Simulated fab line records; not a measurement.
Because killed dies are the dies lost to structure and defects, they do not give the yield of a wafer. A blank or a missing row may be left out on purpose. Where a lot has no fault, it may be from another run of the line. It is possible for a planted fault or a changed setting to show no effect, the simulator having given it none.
Chamber matching ; flow n5 finfet ; 4 sister chambers for N5_DUMMY_GATE_STRIP_48 on rie diel-05
The step strips in N2/H2, time 20 s. 4 wafers are shown with their chamber, then 7 later ones without.

## WAFERS WITH THEIR CHAMBER
wafer;chamber;showerhead plenum p Torr (Torr)
L080.4;0;3.56
L087.2;2;3.49
L090.1;3;3.50
L090.2;1;3.23

## WAFERS WHOSE CHAMBER IS MISSING
wafer;showerhead plenum p Torr (Torr)
L090.3;3.48
L091.2;3.49
L091.4;3.55
L091.5;3.22
L095.2;3.49
L095.3;3.54
L095.5;3.49

## EACH ONE'S CHAMBER
wafer;from the rows above;in truth
L090.3;can't be placed: 2 or 3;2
L091.2;can't be placed: 2 or 3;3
L091.4;0;0
L091.5;1;1
L095.2;can't be placed: 2 or 3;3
L095.3;can't be placed: 0 or 3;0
L095.5;can't be placed: 2 or 3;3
Correctly placed: 2 of 7. From these rows, 5 cannot be placed; in 5 the true chamber is one of the candidates. Placed wrongly: 0.
How it was worked out, from the rows above alone: a wafer's distance from a chamber is the root of the sum, over the readings, of the square of ((its reading less the chamber's mean) divided by the reading's scatter). The wafer belongs to the nearest chamber; if the next one is less than 2 further off, it can't be placed. The mean given for a chamber averages the wafers shown for that chamber. The scatter: with one shown wafer a chamber, the root of the mean of the squares of how far each hidden wafer lies from its nearest shown one.
